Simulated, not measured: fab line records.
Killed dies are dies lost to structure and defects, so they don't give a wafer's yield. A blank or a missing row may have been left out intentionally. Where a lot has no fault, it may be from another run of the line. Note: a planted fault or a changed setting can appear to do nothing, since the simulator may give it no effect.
fab line records / flow nand-harc
[record] lots = 6 wafers = 18 last-day = 23
route steps=1159 shown A_SOURCE_PLATE@420 A_ONON_D1@424 END@1159
lots that met no fault: from a run of the same line without faults
start-h: hours from the record's opening day to when the first of the lot's shown wafers began / wait-h: hours from the lot's prior step to this one / " unchanged from the row above / L1.1+2: a single row standing in for several wafers / - value missing, or start not given / * or withheld: withheld / < > ~ a bound
route shown NAME@n: a module of which the file shows steps, and the number in the route of the first / usual: average and standard deviation across the fault-free wafers / same: alike in all rows / chamber/n: place in a boat / sites: readings site by site / _std_site: standard deviation of those values / _edge_site: the outer-site mean with the inner-site mean subtracted / radius-mm: how far each site lies from the wafer's centre / mask NAME#n: copy n / behind: tool/chamber where the wafer was last shaped / hold: what put the lot on hold/how long, in hours/how the hold closed / device: the n, p or np transistor that did not switch / end of line: the route-end tests of the same wafers / where a step has no rows: the recipe by itself / killed: at the first sort, the dies lost to defects and structure; wafer yield is something else / map: per-die view of a wafer (x killed, . not killed, _ where there is no die)
set.NAME: the setting as run; set.NAME@STEP: as run at that earlier step / model.NAME: the simulator's own value behind a step, which no gauge read
lots seen at some steps along the route; tables by step, rows by wafer
services: when a tool's chamber went out of use (start-h, in hours from the record's first day, below 0 if earlier), for how many hours, and the reason
[[steps]]
[step NHARC_A_SOURCE_PLATE_THK_MEAS_06]
[recipe] thk-meas-gauge = ellipsometry
[usual] thk-nm = 199.3/2.4
lot.wafer=L288.1 tool=film-metro-01 chamber=- start-h=177.75 wait-h=0.4 thk-nm=202.0
lot.wafer=L288.2 tool=film-metro-01 chamber=- start-h=177.75 wait-h=0.4 thk-nm=203.7
lot.wafer=L288.4 tool=film-metro-01 chamber=- start-h=177.75 wait-h=0.4 thk-nm=201.3
lot.wafer=L287.1 tool=film-metro-01 chamber=- start-h=177.76 wait-h=0.4 thk-nm=199.5
lot.wafer=L287.4 tool=film-metro-01 chamber=- start-h=177.76 wait-h=0.4 thk-nm=199.7
lot.wafer=L287.6 tool=film-metro-01 chamber=- start-h=177.76 wait-h=0.4 thk-nm=203.4
lot.wafer=L296.1 tool=film-metro-02 chamber=- start-h=233.06 wait-h=0.4 thk-nm=203.0
lot.wafer=L296.2 tool=film-metro-02 chamber=- start-h=233.06 wait-h=0.4 thk-nm=201.5
lot.wafer=L296.6 tool=film-metro-02 chamber=- start-h=233.06 wait-h=0.4 thk-nm=200.3
lot.wafer=L299.1 tool=film-metro-01 chamber=- start-h=251.98 wait-h=0.4 thk-nm=196.2
lot.wafer=L299.4 tool=film-metro-01 chamber=- start-h=251.98 wait-h=0.4 thk-nm=197.4
lot.wafer=L299.5 tool=film-metro-01 chamber=- start-h=251.98 wait-h=0.4 thk-nm=194.4
lot.wafer=L302.3 tool=film-metro-02 chamber=- start-h=265.55 wait-h=0.4 thk-nm=200.6
lot.wafer=L302.5 tool=film-metro-02 chamber=- start-h=265.55 wait-h=0.4 thk-nm=199.3
lot.wafer=L302.6 tool=film-metro-02 chamber=- start-h=265.55 wait-h=0.4 thk-nm=199.8
lot.wafer=L304.2 tool=film-metro-01 chamber=- start-h=265.56 wait-h=0.4 thk-nm=199.4
lot.wafer=L304.3 tool=film-metro-01 chamber=- start-h=265.56 wait-h=0.4 thk-nm=199.3
lot.wafer=L304.5 tool=film-metro-01 chamber=- start-h=265.56 wait-h=0.4 thk-nm=199.8
[step NHARC_A_SOURCE_PLATE_INSPECT_08]
[usual] raw-defect-count = 62/29
lot.wafer=L288.1 tool=defect-inspect-01 chamber=- start-h=177.82 wait-h=0.0 raw-defect-count=92
lot.wafer=L288.2 tool=defect-inspect-01 chamber=- start-h=177.82 wait-h=0.0 raw-defect-count=53
lot.wafer=L288.4 tool=defect-inspect-01 chamber=- start-h=177.82 wait-h=0.0 raw-defect-count=211
lot.wafer=L287.1 tool=defect-inspect-01 chamber=- start-h=177.84 wait-h=0.0 raw-defect-count=33
lot.wafer=L287.4 tool=defect-inspect-01 chamber=- start-h=177.84 wait-h=0.0 raw-defect-count=46
lot.wafer=L287.6 tool=defect-inspect-01 chamber=- start-h=177.84 wait-h=0.0 raw-defect-count=61
lot.wafer=L296.1 tool=defect-inspect-02 chamber=- start-h=233.14 wait-h=0.0 raw-defect-count=47
lot.wafer=L296.2 tool=defect-inspect-02 chamber=- start-h=233.14 wait-h=0.0 raw-defect-count=71
lot.wafer=L296.6 tool=defect-inspect-02 chamber=- start-h=233.14 wait-h=0.0 raw-defect-count=61
lot.wafer=L299.1 tool=defect-inspect-02 chamber=- start-h=252.04 wait-h=0.0 raw-defect-count=57
lot.wafer=L299.4 tool=defect-inspect-02 chamber=- start-h=252.04 wait-h=0.0 raw-defect-count=46
lot.wafer=L299.5 tool=defect-inspect-02 chamber=- start-h=252.04 wait-h=0.0 raw-defect-count=76
lot.wafer=L302.3 tool=defect-inspect-01 chamber=- start-h=265.62 wait-h=0.0 raw-defect-count=57
lot.wafer=L302.5 tool=defect-inspect-01 chamber=- start-h=265.62 wait-h=0.0 raw-defect-count=34
lot.wafer=L302.6 tool=defect-inspect-01 chamber=- start-h=265.62 wait-h=0.0 raw-defect-count=32
lot.wafer=L304.2 tool=defect-inspect-02 chamber=- start-h=265.62 wait-h=0.0 raw-defect-count=87
lot.wafer=L304.3 tool=defect-inspect-02 chamber=- start-h=265.62 wait-h=0.0 raw-defect-count=81
lot.wafer=L304.5 tool=defect-inspect-02 chamber=- start-h=265.62 wait-h=0.0 raw-defect-count=85
[step NHARC_A_ONON_D1_DEP_00]
[recipe] target-thk-a = 10000 n2-flow-sccm = 2750 n2o-flow-sccm = 2000 nh3-flow-sccm = 500 sih4-flow-sccm = 210 temp-c = 400
[step NHARC_A_ONON_D1_THK_MEAS_02]
[recipe] thk-meas-gauge = ellipsometry
[usual] thk-nm = 999/9.6
lot.wafer=L288.1 tool=film-metro-01 chamber=- start-h=178.39 wait-h=- thk-nm=1013
lot.wafer=L288.2 tool=film-metro-01 chamber=- start-h=178.39 wait-h=- thk-nm=1013
lot.wafer=L288.4 tool=film-metro-01 chamber=- start-h=178.39 wait-h=- thk-nm=1013
lot.wafer=L287.1 tool=film-metro-01 chamber=- start-h=178.43 wait-h=- thk-nm=992
lot.wafer=L287.4 tool=film-metro-01 chamber=- start-h=178.43 wait-h=- thk-nm=991
lot.wafer=L287.6 tool=film-metro-01 chamber=- start-h=178.43 wait-h=- thk-nm=992
lot.wafer=L296.1 tool=film-metro-01 chamber=- start-h=233.72 wait-h=- thk-nm=999
lot.wafer=L296.2 tool=film-metro-01 chamber=- start-h=233.72 wait-h=- thk-nm=999
lot.wafer=L296.6 tool=film-metro-01 chamber=- start-h=233.72 wait-h=- thk-nm=1001
lot.wafer=L299.1 tool=film-metro-01 chamber=- start-h=252.63 wait-h=- thk-nm=1014
lot.wafer=L299.4 tool=film-metro-01 chamber=- start-h=252.63 wait-h=- thk-nm=1015
lot.wafer=L299.5 tool=film-metro-01 chamber=- start-h=252.63 wait-h=- thk-nm=1016
lot.wafer=L302.3 tool=film-metro-01 chamber=- start-h=266.20 wait-h=- thk-nm=991
lot.wafer=L302.5 tool=film-metro-01 chamber=- start-h=266.20 wait-h=- thk-nm=992
lot.wafer=L302.6 tool=film-metro-01 chamber=- start-h=266.20 wait-h=- thk-nm=994
lot.wafer=L304.2 tool=film-metro-02 chamber=- start-h=266.20 wait-h=- thk-nm=1006
lot.wafer=L304.3 tool=film-metro-02 chamber=- start-h=266.20 wait-h=- thk-nm=1007
lot.wafer=L304.5 tool=film-metro-02 chamber=- start-h=266.20 wait-h=- thk-nm=1005
[step NHARC_A_ONON_D1_DEP_03]
[recipe] target-thk-a = 10000 n2-flow-sccm = 2750 n2o-flow-sccm = 2000 nh3-flow-sccm = 500 sih4-flow-sccm = 210 temp-c = 400
[step NHARC_A_ONON_D1_THK_MEAS_05]
[recipe] thk-meas-gauge = ellipsometry
[usual] thk-nm = 1001/10
lot.wafer=L288.1 tool=film-metro-02 chamber=- start-h=178.95 wait-h=- thk-nm=1001
lot.wafer=L288.2 tool=film-metro-02 chamber=- start-h=178.95 wait-h=- thk-nm=1000
lot.wafer=L288.4 tool=film-metro-02 chamber=- start-h=178.95 wait-h=- thk-nm=1002
lot.wafer=L287.1 tool=film-metro-02 chamber=- start-h=179.02 wait-h=- thk-nm=989
lot.wafer=L287.4 tool=film-metro-02 chamber=- start-h=179.02 wait-h=- thk-nm=989
lot.wafer=L287.6 tool=film-metro-02 chamber=- start-h=179.02 wait-h=- thk-nm=992
lot.wafer=L296.1 tool=film-metro-02 chamber=- start-h=234.28 wait-h=- thk-nm=1003
lot.wafer=L296.2 tool=film-metro-02 chamber=- start-h=234.28 wait-h=- thk-nm=1004
lot.wafer=L296.6 tool=film-metro-02 chamber=- start-h=234.28 wait-h=- thk-nm=1004
lot.wafer=L299.1 tool=film-metro-02 chamber=- start-h=253.20 wait-h=- thk-nm=998
lot.wafer=L299.4 tool=film-metro-02 chamber=- start-h=253.20 wait-h=- thk-nm=999
lot.wafer=L299.5 tool=film-metro-02 chamber=- start-h=253.20 wait-h=- thk-nm=997
lot.wafer=L302.3 tool=film-metro-02 chamber=- start-h=266.76 wait-h=- thk-nm=997
lot.wafer=L302.5 tool=film-metro-02 chamber=- start-h=266.76 wait-h=- thk-nm=997
lot.wafer=L302.6 tool=film-metro-02 chamber=- start-h=266.76 wait-h=- thk-nm=997
lot.wafer=L304.2 tool=film-metro-01 chamber=- start-h=266.77 wait-h=- thk-nm=991
lot.wafer=L304.3 tool=film-metro-01 chamber=- start-h=266.77 wait-h=- thk-nm=992
lot.wafer=L304.5 tool=film-metro-01 chamber=- start-h=266.77 wait-h=- thk-nm=991
[step NHARC_A_ONON_D1_DEP_06]
[recipe] target-thk-a = 10000 n2-flow-sccm = 2750 n2o-flow-sccm = 2000 nh3-flow-sccm = 500 sih4-flow-sccm = 210 temp-c = 400
[step NHARC_A_ONON_D1_THK_MEAS_08]
[recipe] thk-meas-gauge = ellipsometry
[usual] thk-nm = 1000/11
lot.wafer=L288.1 tool=film-metro-02 chamber=- start-h=179.51 wait-h=- thk-nm=985
lot.wafer=L288.2 tool=film-metro-02 chamber=- start-h=179.51 wait-h=- thk-nm=988
lot.wafer=L288.4 tool=film-metro-02 chamber=- start-h=179.51 wait-h=- thk-nm=987
lot.wafer=L287.1 tool=film-metro-01 chamber=- start-h=179.59 wait-h=- thk-nm=989
lot.wafer=L287.4 tool=film-metro-01 chamber=- start-h=179.59 wait-h=- thk-nm=989
lot.wafer=L287.6 tool=film-metro-01 chamber=- start-h=179.59 wait-h=- thk-nm=991
lot.wafer=L296.1 tool=film-metro-02 chamber=- start-h=234.85 wait-h=- thk-nm=1009
lot.wafer=L296.2 tool=film-metro-02 chamber=- start-h=234.85 wait-h=- thk-nm=1010
lot.wafer=L296.6 tool=film-metro-02 chamber=- start-h=234.85 wait-h=- thk-nm=1009
lot.wafer=L299.1 tool=film-metro-01 chamber=- start-h=253.79 wait-h=- thk-nm=1001
lot.wafer=L299.4 tool=film-metro-01 chamber=- start-h=253.79 wait-h=- thk-nm=1003
lot.wafer=L299.5 tool=film-metro-01 chamber=- start-h=253.79 wait-h=- thk-nm=1001
lot.wafer=L302.3 tool=film-metro-02 chamber=- start-h=267.32 wait-h=- thk-nm=983
lot.wafer=L302.5 tool=film-metro-02 chamber=- start-h=267.32 wait-h=- thk-nm=984
lot.wafer=L302.6 tool=film-metro-02 chamber=- start-h=267.32 wait-h=- thk-nm=985
lot.wafer=L304.2 tool=film-metro-01 chamber=- start-h=267.33 wait-h=- thk-nm=990
lot.wafer=L304.3 tool=film-metro-01 chamber=- start-h=267.33 wait-h=- thk-nm=989
lot.wafer=L304.5 tool=film-metro-01 chamber=- start-h=267.33 wait-h=- thk-nm=990
[step NHARC_A_ONON_D1_DEP_09]
[recipe] target-thk-a = 10000 n2-flow-sccm = 2750 n2o-flow-sccm = 2000 nh3-flow-sccm = 500 sih4-flow-sccm = 210 temp-c = 400
[step NHARC_A_ONON_D1_THK_MEAS_11]
[recipe] thk-meas-gauge = ellipsometry
[usual] thk-nm = 997/12
lot.wafer=L288.1 tool=film-metro-02 chamber=- start-h=180.08 wait-h=- thk-nm=1005
lot.wafer=L288.2 tool=film-metro-02 chamber=- start-h=180.08 wait-h=- thk-nm=1003
lot.wafer=L288.4 tool=film-metro-02 chamber=- start-h=180.08 wait-h=- thk-nm=1005
lot.wafer=L287.1 tool=film-metro-02 chamber=- start-h=180.17 wait-h=- thk-nm=991
lot.wafer=L287.4 tool=film-metro-02 chamber=- start-h=180.17 wait-h=- thk-nm=992
lot.wafer=L287.6 tool=film-metro-02 chamber=- start-h=180.17 wait-h=- thk-nm=989
lot.wafer=L296.1 tool=film-metro-01 chamber=- start-h=235.42 wait-h=- thk-nm=994
lot.wafer=L296.2 tool=film-metro-01 chamber=- start-h=235.42 wait-h=- thk-nm=994
lot.wafer=L296.6 tool=film-metro-01 chamber=- start-h=235.42 wait-h=- thk-nm=995
lot.wafer=L299.1 tool=film-metro-01 chamber=- start-h=254.36 wait-h=- thk-nm=1006
lot.wafer=L299.4 tool=film-metro-01 chamber=- start-h=254.36 wait-h=- thk-nm=1006
lot.wafer=L299.5 tool=film-metro-01 chamber=- start-h=254.36 wait-h=- thk-nm=1004
lot.wafer=L302.3 tool=film-metro-01 chamber=- start-h=267.88 wait-h=- thk-nm=1000
lot.wafer=L302.5 tool=film-metro-01 chamber=- start-h=267.88 wait-h=- thk-nm=1000
lot.wafer=L302.6 tool=film-metro-01 chamber=- start-h=267.88 wait-h=- thk-nm=1001
lot.wafer=L304.2 tool=film-metro-01 chamber=- start-h=268.09 wait-h=- thk-nm=1005
lot.wafer=L304.3 tool=film-metro-01 chamber=- start-h=268.09 wait-h=- thk-nm=1003
lot.wafer=L304.5 tool=film-metro-01 chamber=- start-h=268.09 wait-h=- thk-nm=1004
[step NHARC_A_ONON_D1_DEP_12]
[recipe] target-thk-a = 10000 n2-flow-sccm = 2750 n2o-flow-sccm = 2000 nh3-flow-sccm = 500 sih4-flow-sccm = 210 temp-c = 400
[usual] n2-flow-sccm = 2750/8.4 n2o-flow-sccm = 2000/5.8
lot.wafer=L288.1 tool=pecvd-onon-03 chamber=0 start-h=180.13 wait-h=0.1 n2-flow-sccm=2752 n2o-flow-sccm=1996
lot.wafer=L288.2 tool=pecvd-onon-03 chamber=0 start-h=180.13 wait-h=0.1 n2-flow-sccm=2750 n2o-flow-sccm=2006
lot.wafer=L288.4 tool=pecvd-onon-03 chamber=0 start-h=180.13 wait-h=0.1 n2-flow-sccm=2760 n2o-flow-sccm=2004
lot.wafer=L287.1 tool=pecvd-onon-04 chamber=0 start-h=180.22 wait-h=0.1 n2-flow-sccm=2747 n2o-flow-sccm=2000
lot.wafer=L287.4 tool=pecvd-onon-04 chamber=0 start-h=180.22 wait-h=0.1 n2-flow-sccm=2746 n2o-flow-sccm=2002
lot.wafer=L287.6 tool=pecvd-onon-04 chamber=0 start-h=180.22 wait-h=0.1 n2-flow-sccm=2744 n2o-flow-sccm=1999
lot.wafer=L296.1 tool=pecvd-onon-03 chamber=0 start-h=235.48 wait-h=0.1 n2-flow-sccm=2755 n2o-flow-sccm=1993
lot.wafer=L296.2 tool=pecvd-onon-03 chamber=0 start-h=235.48 wait-h=0.1 n2-flow-sccm=2737 n2o-flow-sccm=2001
lot.wafer=L296.6 tool=pecvd-onon-03 chamber=0 start-h=235.48 wait-h=0.1 n2-flow-sccm=2744 n2o-flow-sccm=2002
lot.wafer=L299.1 tool=pecvd-onon-03 chamber=0 start-h=254.41 wait-h=0.1 n2-flow-sccm=2740 n2o-flow-sccm=2008
lot.wafer=L299.4 tool=pecvd-onon-03 chamber=0 start-h=254.41 wait-h=0.1 n2-flow-sccm=2747 n2o-flow-sccm=2001
lot.wafer=L299.5 tool=pecvd-onon-03 chamber=0 start-h=254.41 wait-h=0.1 n2-flow-sccm=2750 n2o-flow-sccm=1996
lot.wafer=L302.3 tool=pecvd-onon-02 chamber=0 start-h=268.06 wait-h=0.2 n2-flow-sccm=2742 n2o-flow-sccm=2000
lot.wafer=L302.5 tool=pecvd-onon-02 chamber=0 start-h=268.06 wait-h=0.2 n2-flow-sccm=2742 n2o-flow-sccm=2002
lot.wafer=L302.6 tool=pecvd-onon-02 chamber=0 start-h=268.06 wait-h=0.2 n2-flow-sccm=2743 n2o-flow-sccm=2008
lot.wafer=L304.2 tool=pecvd-onon-04 chamber=0 start-h=268.21 wait-h=0.1 n2-flow-sccm=2754 n2o-flow-sccm=2003
lot.wafer=L304.3 tool=pecvd-onon-04 chamber=0 start-h=268.21 wait-h=0.1 n2-flow-sccm=2749 n2o-flow-sccm=2003
lot.wafer=L304.5 tool=pecvd-onon-04 chamber=0 start-h=268.21 wait-h=0.1 n2-flow-sccm=2763 n2o-flow-sccm=1997
[step NHARC_A_ONON_D1_THK_MEAS_14]
[recipe] thk-meas-gauge = ellipsometry
[usual] thk-nm = 1004/7.9
lot.wafer=L288.1 tool=film-metro-02 chamber=- start-h=180.65 wait-h=- thk-nm=1009
lot.wafer=L288.2 tool=film-metro-02 chamber=- start-h=180.65 wait-h=- thk-nm=1008
lot.wafer=L288.4 tool=film-metro-02 chamber=- start-h=180.65 wait-h=- thk-nm=1010
lot.wafer=L287.1 tool=film-metro-02 chamber=- start-h=180.73 wait-h=- thk-nm=1008
lot.wafer=L287.4 tool=film-metro-02 chamber=- start-h=180.73 wait-h=- thk-nm=1008
lot.wafer=L287.6 tool=film-metro-02 chamber=- start-h=180.73 wait-h=- thk-nm=1010
lot.wafer=L296.1 tool=film-metro-02 chamber=- start-h=235.99 wait-h=- thk-nm=663
lot.wafer=L296.2 tool=film-metro-02 chamber=- start-h=235.99 wait-h=- thk-nm=661
lot.wafer=L296.6 tool=film-metro-02 chamber=- start-h=235.99 wait-h=- thk-nm=665
lot.wafer=L299.1 tool=film-metro-02 chamber=- start-h=254.92 wait-h=- thk-nm=676
lot.wafer=L299.4 tool=film-metro-02 chamber=- start-h=254.92 wait-h=- thk-nm=678
lot.wafer=L299.5 tool=film-metro-02 chamber=- start-h=254.92 wait-h=- thk-nm=676
lot.wafer=L302.3 tool=film-metro-01 chamber=- start-h=268.45 wait-h=- thk-nm=995
lot.wafer=L302.5 tool=film-metro-01 chamber=- start-h=268.45 wait-h=- thk-nm=1000
lot.wafer=L302.6 tool=film-metro-01 chamber=- start-h=268.45 wait-h=- thk-nm=997
lot.wafer=L304.2 tool=film-metro-02 chamber=- start-h=268.66 wait-h=- thk-nm=1011
lot.wafer=L304.3 tool=film-metro-02 chamber=- start-h=268.66 wait-h=- thk-nm=1013
lot.wafer=L304.5 tool=film-metro-02 chamber=- start-h=268.66 wait-h=- thk-nm=1012
[step NHARC_A_ONON_D1_ANNEAL_15]
[recipe] temp-c = 750 time-s = 3600
[step NHARC_END_SORT_01]
[recipe] temp-c = 25
[usual] killed-at-array = 24/8.4 killed-at-other = 0.7/1.1 killed-at-periphery = 2.9/1.7 killed-dies = 27/8.6 killed-open = 3.3/1.8 killed-short = 1.8/1.4
[same] gross-dies = 677
lot.wafer=L299.1 tool=prober-02 chamber=0 start-h=515.72 wait-h=2.5 killed-at-array=674 killed-at-other=0 killed-at-periphery=3 killed-dies=677 killed-open=4 killed-short=2
lot.wafer=L299.4 tool=prober-02 chamber=0 start-h=518.09 wait-h=3.4 killed-at-array=675 killed-at-other=0 killed-at-periphery=2 killed-dies=677 killed-open=1 killed-short=2
lot.wafer=L299.5 tool=prober-02 chamber=0 start-h=518.88 wait-h=3.7 killed-at-array=672 killed-at-other=2 killed-at-periphery=3 killed-dies=677 killed-open=4 killed-short=3
lot.wafer=L296.1 tool=prober-01 chamber=0 start-h=523.41 wait-h=2.5 killed-at-array=669 killed-at-other=2 killed-at-periphery=6 killed-dies=677 killed-open=4 killed-short=2
lot.wafer=L296.2 tool=prober-01 chamber=0 start-h=524.22 wait-h=2.8 killed-at-array=672 killed-at-other=2 killed-at-periphery=3 killed-dies=677 killed-open=1 killed-short=3
lot.wafer=L296.6 tool=prober-01 chamber=0 start-h=527.47 wait-h=4.1 killed-at-array=672 killed-at-other=1 killed-at-periphery=4 killed-dies=677 killed-open=2 killed-short=1
lot.wafer=L302.3 tool=prober-01 chamber=0 start-h=558.74 wait-h=3.1 killed-at-array=28 killed-at-other=0 killed-at-periphery=8 killed-dies=36 killed-open=4 killed-short=1
lot.wafer=L302.5 tool=prober-01 chamber=0 start-h=560.33 wait-h=3.7 killed-at-array=26 killed-at-other=0 killed-at-periphery=4 killed-dies=30 killed-open=2 killed-short=1
// killed by level:class
L299.1 A_ONON_D1:area-dep=659 A_CHANNEL_HOLE_D1:chamber-film-flake=6 P_GATE:chamber-film-flake=2 A_STAIRCASE:chamber-film-flake=2 P_M1:geometric-particle:open=1 A_ONON_D1:geometric-particle:open=1 A_CHANNEL_HOLE_D1:geometric-particle:short=1 A_CHANNEL_FILL_D1:geometric-particle:short=1
L299.4 A_ONON_D1:area-dep=668 A_ZERO_WELL:chamber-film-flake=2 P_M0:geometric-particle:short=1 A_CHANNEL_FILL_D1:geometric-particle:open=1 A_WL_FILL:geometric-particle:short=1 P_GATE:chamber-film-flake=1 A_CHANNEL_HOLE_D1:chamber-film-flake=1 A_STAIRCASE:chamber-film-flake=1
L299.5 A_ONON_D1:area-dep=661 P_GATE:chamber-film-flake=3 A_CONTACT:geometric-particle:open=2 A_CHANNEL_HOLE_D1:chamber-film-flake=2 THIN_TSV:chamber-film-flake=2 A_ONON_D1:geometric-particle:short=1 A_ONON_D1:geometric-particle:open=1 A_SGD_CUT:geometric-particle:open=1
L296.1 A_ONON_D1:area-dep=653 A_CONTACT:chamber-film-flake=5 P_GATE:chamber-film-flake=4 A_CHANNEL_HOLE_D1:chamber-film-flake=4 THIN_TSV:chamber-film-flake=2 P_GATE:geometric-particle:open=1 P_M1:geometric-particle:open=1 A_SGD_CUT:geometric-particle:short=1
L296.2 A_ONON_D1:area-dep=664 A_CONTACT:chamber-film-flake=5 P_STI:geometric-particle:short=2 THIN_TSV:chamber-film-flake=2 P_CONTACT:geometric-particle:open=1 A_M1:geometric-particle:short=1 A_CHANNEL_HOLE_D1:chamber-film-flake=1 A_STAIRCASE:chamber-film-flake=1
L296.6 A_ONON_D1:area-dep=660 A_CHANNEL_HOLE_D1:chamber-film-flake=5 P_GATE:chamber-film-flake=3 A_CONTACT:chamber-film-flake=3 A_STAIRCASE:chamber-film-flake=2 P_CONTACT:geometric-particle:open=1 A_CHANNEL_FILL_D1:geometric-particle:short=1 A_CHANNEL_FILL_D1:geometric-particle:open=1
L302.3 A_CHANNEL_HOLE_D1:chamber-film-flake=20 P_CONTACT:geometric-particle:open=3 P_M0:chamber-film-flake=3 A_STAIRCASE:chamber-film-flake=3 A_CONTACT:chamber-film-flake=2 P_CONTACT:geometric-particle:short=1 A_CHANNEL_FILL_D1:geometric-particle:open=1 P_GATE:chamber-film-flake=1
L302.5 A_CHANNEL_HOLE_D1:chamber-film-flake=20 A_CONTACT:chamber-film-flake=4 P_M0:geometric-particle:short=1 P_M0:geometric-particle:open=1 A_CHANNEL_HOLE_D1:geometric-particle:open=1 P_GATE:chamber-film-flake=1 P_M0:chamber-film-flake=1 A_STAIRCASE:chamber-film-flake=1
// map L296.1 (x killed, . not)
____________x____________
_________xxxxxxx_________
_______xxxxxxxxxxx_______
______xxxxxxxxxxxxx______
_____xxxxxxxxxxxxxxx_____
____xxxxxxxxxxxxxxxxx____
____xxxxxxxxxxxxxxxxx____
___xxxxxxxxxxxxxxxxxxx___
___xxxxxxxxxxxxxxxxxxx___
__xxxxxxxxxxxxxxxxxxxxx__
__xxxxxxxxxxxxxxxxxxxxx__
_xxxxxxxxxxxxxxxxxxxxxxx_
_xxxxxxxxxxxxxxxxxxxxxxx_
_xxxxxxxxxxxxxxxxxxxxxxx_
_xxxxxxxxxxxxxxxxxxxxxxx_
_xxxxxxxxxxxxxxxxxxxxxxx_
xxxxxxxxxxxxxxxxxxxxxxxxx
xxxxxxxxxxxxxxxxxxxxxxxxx
xxxxxxxxxxxxxxxxxxxxxxxxx
xxxxxxxxxxxxxxxxxxxxxxxxx
xxxxxxxxxxxxxxxxxxxxxxxxx
_xxxxxxxxxxxxxxxxxxxxxxx_
_xxxxxxxxxxxxxxxxxxxxxxx_
_xxxxxxxxxxxxxxxxxxxxxxx_
_xxxxxxxxxxxxxxxxxxxxxxx_
_xxxxxxxxxxxxxxxxxxxxxxx_
__xxxxxxxxxxxxxxxxxxxxx__
__xxxxxxxxxxxxxxxxxxxxx__
___xxxxxxxxxxxxxxxxxxx___
___xxxxxxxxxxxxxxxxxxx___
____xxxxxxxxxxxxxxxxx____
____xxxxxxxxxxxxxxxxx____
_____xxxxxxxxxxxxxxx_____
______xxxxxxxxxxxxx______
_______xxxxxxxxxxx_______
_________xxxxxxx_________
____________x____________
// map L299.1 (x killed, . not)
____________x____________
_________xxxxxxx_________
_______xxxxxxxxxxx_______
______xxxxxxxxxxxxx______
_____xxxxxxxxxxxxxxx_____
____xxxxxxxxxxxxxxxxx____
____xxxxxxxxxxxxxxxxx____
___xxxxxxxxxxxxxxxxxxx___
___xxxxxxxxxxxxxxxxxxx___
__xxxxxxxxxxxxxxxxxxxxx__
__xxxxxxxxxxxxxxxxxxxxx__
_xxxxxxxxxxxxxxxxxxxxxxx_
_xxxxxxxxxxxxxxxxxxxxxxx_
_xxxxxxxxxxxxxxxxxxxxxxx_
_xxxxxxxxxxxxxxxxxxxxxxx_
_xxxxxxxxxxxxxxxxxxxxxxx_
xxxxxxxxxxxxxxxxxxxxxxxxx
xxxxxxxxxxxxxxxxxxxxxxxxx
xxxxxxxxxxxxxxxxxxxxxxxxx
xxxxxxxxxxxxxxxxxxxxxxxxx
xxxxxxxxxxxxxxxxxxxxxxxxx
_xxxxxxxxxxxxxxxxxxxxxxx_
_xxxxxxxxxxxxxxxxxxxxxxx_
_xxxxxxxxxxxxxxxxxxxxxxx_
_xxxxxxxxxxxxxxxxxxxxxxx_
_xxxxxxxxxxxxxxxxxxxxxxx_
__xxxxxxxxxxxxxxxxxxxxx__
__xxxxxxxxxxxxxxxxxxxxx__
___xxxxxxxxxxxxxxxxxxx___
___xxxxxxxxxxxxxxxxxxx___
____xxxxxxxxxxxxxxxxx____
____xxxxxxxxxxxxxxxxx____
_____xxxxxxxxxxxxxxx_____
______xxxxxxxxxxxxx______
_______xxxxxxxxxxx_______
_________xxxxxxx_________
____________x____________
[[services]]
tool=pecvd-onon-04 chamber=- start-h=237.00 hours=13.0 kind=pm
[[key]]
[first-sign] step = NHARC_A_ONON_D1_THK_MEAS_14 reading = thk-nm direction = down sigmas = 42 usual = 1004 struck = 670
[effect] step = NHARC_END_SORT_01 reading = killed-at-array direction = up sigmas = 77 usual = 24 struck = 672
[more-kills-born-at] NHARC_A_ONON_D1_DEP_12@pecvd-onon-03 = 3965
met-at NHARC_A_ONON_D1_DEP_12
struck-wafers L296.1,L296.2,L296.6,L299.1,L299.4,L299.5
later-rows-left-out L296.1,L296.2,L296.6,L299.1,L299.4,L299.5
tester-left-out L296,L299
onset-between 180.13 235.48
[fault] kind = process-parameter-drift tool = pecvd-onon-03 chamber = 0 onset-h = 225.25 steps = NHARC_A_ONON_D1_DEP_12 channel = target-thk-a offset = * shape = step end-h = 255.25 acts-in = * stated = *
// tester-left-out: of these lots the tester's yield and bins aren't shown, on N5 and GAA mostly nor the transistor test; their killed dies are dies lost to structure and defects alone, not to doping, threshold or leakage, so they don't give the yield
// later-rows-left-out: the simulator's readings of these wafers behind a module that went badly wrong aren't trusted and aren't shown, but for the sort
